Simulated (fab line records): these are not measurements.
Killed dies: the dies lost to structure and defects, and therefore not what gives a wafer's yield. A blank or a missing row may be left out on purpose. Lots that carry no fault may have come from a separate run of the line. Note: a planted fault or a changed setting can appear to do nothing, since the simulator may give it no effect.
Which of the tools did it? ; flow n5_finfet ; 15 lots, 44 wafers sampled, at 4 steps of a route of 1938

WHAT THE GAUGES READ, wafer by wafer
N5_BEOL_M5_CD_MEAS_18: pitch 56 nm, target cd 28 nm.
lot;measured;on;cd_nm (nm)
L118;day 8 01:46;cd_sem-01;28.0 27.6 27.9
L119;day 9 12:02;cd_sem-02;28.1 27.8
L121;day 9 18:24;cd_sem-03;28.2 28.3 28.1
L122;day 10 04:50;cd_sem-01;27.9 28.0 27.4
L124;day 10 19:31;cd_sem-01;28.3 27.9 28.4
L127;day 11 06:29;cd_sem-03;27.7 28.5 28.9
L129;day 11 13:25;cd_sem-02;27.3 27.4 27.7
L128;day 11 15:02;cd_sem-01;27.9 28.0 27.5
L131;day 11 20:23;cd_sem-02;27.9 27.9 28.5
L133;day 12 06:34;cd_sem-01;27.5 27.7 28.0
L132;day 12 15:07;cd_sem-02;28.4 28.6 28.1
L134;day 12 23:25;cd_sem-03;28.2 27.9 28.0
L136;day 13 09:25;cd_sem-03;28.2 28.0 28.5
L139;day 14 09:45;cd_sem-02;29.1 27.9 27.9
L140;day 14 10:23;cd_sem-03;27.4 27.7 28.1

N5_BEOL_M5_CD_MEAS_28: target cd 30.6 nm, target cd y 20 nm.
lot;measured;on;cd_nm (nm)
L118;day 8 08:59;cd_sem-01;30.49 30.63 30.65
L119;day 9 12:55;cd_sem-01;- -
L121;day 9 20:01;cd_sem-01;- - -
L122;day 10 06:59;cd_sem-02;- - -
L124;day 10 22:02;cd_sem-03;30.47 30.63 30.82
L127;day 11 07:56;cd_sem-02;30.61 31.05 30.70
L129;day 11 13:59;cd_sem-02;31.03 31.09 30.87
L128;day 11 15:23;cd_sem-01;30.67 31.04 30.70
L131;day 11 20:56;cd_sem-03;30.28 30.37 30.35
L133;day 12 09:41;cd_sem-01;30.88 30.39 30.53
L132;day 12 16:01;cd_sem-03;30.85 30.61 30.51
L134;day 12 23:53;cd_sem-03;30.79 31.00 30.56
L136;day 13 12:19;cd_sem-03;30.67 30.58 30.68
L139;day 14 11:01;cd_sem-02;30.54 30.55 30.66
L140;day 14 10:50;cd_sem-03;30.68 30.92 30.56

EACH LOT AND THE TOOL THAT RAN IT (in order: tool; ch and the chambers of the sampled wafers; start)
lot;N5_BEOL_M5_ETCH_72;N5_BEOL_M5_DEVELOP_27
L118;rie_diel-02 ch 0,2,3, day 8 01:22;litho_track-03 ch 0, day 8 08:56
L119;rie_diel-05 ch 0,2, day 9 11:38;litho_track-04, day 9 12:51
L121;rie_diel-03 ch 0,1,2, day 9 17:59;litho_track-04, day 9 19:57
L122;rie_diel-03 ch 0,2, day 10 04:21;litho_track-04, day 10 06:56
L124;rie_diel-03 ch 0,2,3, day 10 19:07;litho_track-03 ch 0, day 10 21:59
L127;rie_diel-05 ch 2,3, day 11 06:05;litho_track-03 ch 0, day 11 07:53
L129;rie_diel-02 ch 0,3, day 11 12:59;litho_track-04 ch 0, day 11 13:56
L128;rie_diel-03 ch 2,3, day 11 14:38;litho_track-04 ch 0, day 11 15:19
L131;rie_diel-02 ch 1,2, day 11 19:59;litho_track-04 ch 0, day 11 20:53
L133;rie_diel-03 ch 1,2,3, day 12 06:10;litho_track-04 ch 0, day 12 09:37
L132;rie_diel-05 ch 1,2,3, day 12 14:40;litho_track-05 ch 0, day 12 15:57
L134;rie_diel-03 ch 0,1,3, day 12 23:01;litho_track-04 ch 0, day 12 23:50
L136;rie_diel-05 ch 0,1,2, day 13 09:01;litho_track-05 ch 0, day 13 12:16
L139;rie_diel-02 ch 0,2,3, day 14 09:21;litho_track-05 ch 0, day 14 10:57
L140;rie_diel-05 ch 0,2,3, day 14 09:50;litho_track-03 ch 0, day 14 10:46
- N5_BEOL_M5_ETCH_72: etches underlayer in N2/H2, target depth 6.5 nm, time 5.2 s.
- N5_BEOL_M5_DEVELOP_27: develop time 30 s.

WHAT THE TOOLS THEMSELVES READ (means of the sampled wafers that have a number; where no wafer has one, the mark that the record gives instead)
N5_BEOL_M5_ETCH_72.
lot;tool;drypump_motor_current_A (A);etch_rf_on_time_s (s);oes_product_au (a.u.);rf_fwd_power_W (W);rf_vpp_V (V);showerhead_plenum_p_Torr (Torr);throttle_valve_pct (%)
L118;rie_diel-02;5.8;5.44;0.59;819.3;524.3;2.54;17.80
L119;rie_diel-05;6.6;5.38;0.63;821.0;523.2;2.49;17.77
L121;rie_diel-03;5.7;5.05;0.75;819.2;524.5;2.54;17.96
L122;rie_diel-03;5.9;5.12;0.79;818.8;524.1;2.54;17.89
L124;rie_diel-03;5.6;5.12;0.73;819.3;524.4;2.58;17.92
L127;rie_diel-05;6.3;5.33;0.61;821.0;524.6;2.56;17.97
L129;rie_diel-02;5.9;5.40;0.57;820.2;524.6;2.62;17.92
L128;rie_diel-03;5.2;5.16;0.67;818.8;527.5;2.62;17.96
L131;rie_diel-02;6.2;5.32;0.71;817.5;525.2;2.63;17.57
L133;rie_diel-03;5.4;5.03;0.68;818.3;525.7;2.58;18.01
L132;rie_diel-05;5.9;5.22;0.66;819.2;525.5;2.58;17.91
L134;rie_diel-03;5.4;5.02;0.67;820.7;524.7;2.54;18.02
L136;rie_diel-05;6.2;5.36;0.66;821.0;522.2;2.51;17.78
L139;rie_diel-02;5.8;5.25;0.80;819.5;526.9;2.63;17.47
L140;rie_diel-05;6.3;5.32;0.60;820.3;523.2;2.52;17.96

N5_BEOL_M5_DEVELOP_27.
lot;tool;chill_plate_temp_C (C)
L118;litho_track-03;23.16
L119;litho_track-04;-
L121;litho_track-04;-
L122;litho_track-04;-
L124;litho_track-03;23.09
L127;litho_track-03;23.05
L129;litho_track-04;23.15
L128;litho_track-04;22.97
L131;litho_track-04;22.93
L133;litho_track-04;22.91
L132;litho_track-05;23.07
L134;litho_track-04;23.06
L136;litho_track-05;22.90
L139;litho_track-05;23.11
L140;litho_track-03;23.02

THE ANSWER, worked out from the rows above alone
Rule: what is usual is taken from the lots themselves. Put in order of their means at a reading, lots are off if they are a third of the lots or fewer, leave a main group of 4 or more, and stand apart from it by a gap of 3 or more times the standard deviation of the main group's means; of several such gaps the widest counts. Not used: any main group whose means are identical at the precision the tables above print for the reading. A lot without any number at a reading at which 4 lots or more have one is off too. Where the step has rows for the other lots, those lots are counted as sound. First the gauges in route order, then the tools' own readings, where a lot's mean is used as printed above. At the first step where some lot is off, the reading lying furthest off is the one used; lots without a number count as furthest.
Off at N5_BEOL_M5_CD_MEAS_28 (cd_nm): L119, L121, L122. Without a number there: L119, L121, L122. The main group: mean 30.68 nm, standard deviation 0.15.
If a tool, at a process step before that reading, ran all the lots that are off and no sound lot after the first of them, it fits. Not tried: the gauges at N5_BEOL_M5_CD_MEAS_28; whatever is off there is also off at N5_BEOL_M5_DEVELOP_27, on other tools, and gauge error can't account for it. Of those tried, none fits.

WHAT THE SIMULATOR HAD INSERTED
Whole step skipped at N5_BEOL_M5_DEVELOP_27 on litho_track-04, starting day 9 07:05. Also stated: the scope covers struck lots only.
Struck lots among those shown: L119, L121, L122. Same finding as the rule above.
